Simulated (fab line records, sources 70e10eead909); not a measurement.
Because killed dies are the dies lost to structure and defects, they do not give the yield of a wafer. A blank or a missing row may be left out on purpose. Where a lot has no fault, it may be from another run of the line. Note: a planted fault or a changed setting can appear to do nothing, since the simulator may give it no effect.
A struck lot beside a sound one ; flow nand_harc ; 16 out of 1302 route steps
Sound: the wafers L348.2, L348.5, L348.6. Struck: wafers L357.1, L357.4 (left out: L357.5, a lot-mate that was not struck); the cause follows at the end.
Per side, at each step with rows, come the tool, then ch with its chambers, and then its first start. Under that, the readings that differ: sound wafers ; struck wafers ; difference of the means ; sigmas: that difference in standard deviations of wafers without a fault.
alike: readings whose means differ by less than 2 such deviations, and words and numbers that are the same on both sides. not compared: withheld readings, readings that some wafer has no value for, bounds like >300 that may hide the same value, and numbers for which the record gives no deviation and whose values overlap.
Wherever a step has rows on one side only, a row that says differs or no value, or a row with sigmas, the two part there. Numbers that have no deviation but don't overlap get no sigmas and don't part them. Lack of a reading on every wafer of one side parts them only where that side has two or more wafers.

NHARC_P_M0_OVL_MEAS_10: pitch 180 nm.
  sound: overlay-01 at day 7 03:02; struck: overlay-02 at day 10 15:47
reading;sound;struck;difference;sigmas
overlay_x_nm (nm);-1.5 -2.2 -1.2;0.0 0.4;+1.8;+2
  alike: overlay_y_nm
NHARC_P_M0_INSPECT_11:
  sound: defect_inspect-02 at day 7 03:04; struck: defect_inspect-02 at day 10 15:49
  alike: raw_defect_count
then, 1 step without rows for these wafers: NHARC_P_M0_DESCUM_14 (chemistry O2, time 3 s).
NHARC_P_M0_ETCH_34: etches the open film in N2/H2, target depth 40 nm, overetch 12 nm, time 43.94 s.
  sound on rie_diel-12 ch 0,1,3, day 7 03:13; struck on rie_diel-03 ch 0,1, day 10 15:59
  alike: drypump_motor_current_A, oes_product_au, rf_vpp_V, showerhead_plenum_p_Torr, throttle_valve_pct
  not compared: rf_hours_counter_h
NHARC_P_M0_ETCH_15: etches the open film in C4F8/Ar, target depth 150 nm, overetch 15 nm, time 82.5 s.
  sound: rie_diel-12 ch 1,2; struck: rie_diel-03 ch 0,3
reading;sound;struck;difference;sigmas
oes_product_au (a.u.);0.984 0.977 0.981;0.918 0.955;-0.044;-2
  alike: rf_vpp_V
  not compared: rf_hours_counter_h
NHARC_P_M0_CD_MEAS_16:
  sound: cd_sem-03 at day 7 03:26; struck: cd_sem-01 at day 10 16:13
  alike: cd_nm
NHARC_P_M0_STRIP_18: strips in N2/H2.
  sound on rie_diel-12 ch 0,3, day 7 03:31; struck on rie_diel-03 ch 1, day 10 16:20
  alike: drypump_motor_current_A, oes_product_au, rf_vpp_V, showerhead_plenum_p_Torr, throttle_valve_pct
  not compared: rf_hours_counter_h
then, 3 steps without rows for these wafers: NHARC_P_M0_STRIP_19 (strips in post etch residue remover, time 600 s); NHARC_P_M0_DEGAS_28 (time 60 s); NHARC_P_M0_PRE_CLEAN_29 (time 30 s).
NHARC_P_M0_PVD_20: deposits TaN, target thk 5 nm, time 8.06 s.
  sound on pvd_sputter-02; struck on pvd_sputter-02
  alike: throttle_valve_pct
then, 1 step without rows for these wafers: NHARC_P_M0_PVD_21 (deposits Cu, target thk 30 nm, time 20.49 s).
NHARC_P_M0_ECD_22: material Cu, target thk 400 nm.
  sound on ecd_cu-01 ch 0,1, day 7 04:25; struck on ecd_cu-01 ch 0, day 10 17:15
NHARC_P_M0_ANNEAL_30: time 90 s.
  sound on rtp_anneal-01 ch 0, day 7 04:52; struck on rtp_anneal-02 ch 0, day 10 17:38
  alike: wafer_temp_C_max
NHARC_P_M0_CMP_23: polishes, t overpolish 20 s, target thk 117.54 nm.
  sound on cmp-02 ch 0,1, day 7 05:11; struck on cmp-03 ch 1,3, day 10 18:00
reading;sound;struck;difference;sigmas
time_to_endpoint_s (s);34 29 30;12 10;-20;-6
  alike: motor_current_A
NHARC_P_M0_THK_MEAS_24: measures by xrf.
  sound: film_metro-01 at day 7 05:29; struck: film_metro-01 at day 10 18:17
  alike: thk_nm

## WHERE THEY PART
First at NHARC_P_M0_OVL_MEAS_10; last, within this record, at NHARC_P_M0_CMP_23. Later steps at which nothing parts them and some readings are alike: NHARC_P_M0_THK_MEAS_24.

WHY: the cause the simulator had injected
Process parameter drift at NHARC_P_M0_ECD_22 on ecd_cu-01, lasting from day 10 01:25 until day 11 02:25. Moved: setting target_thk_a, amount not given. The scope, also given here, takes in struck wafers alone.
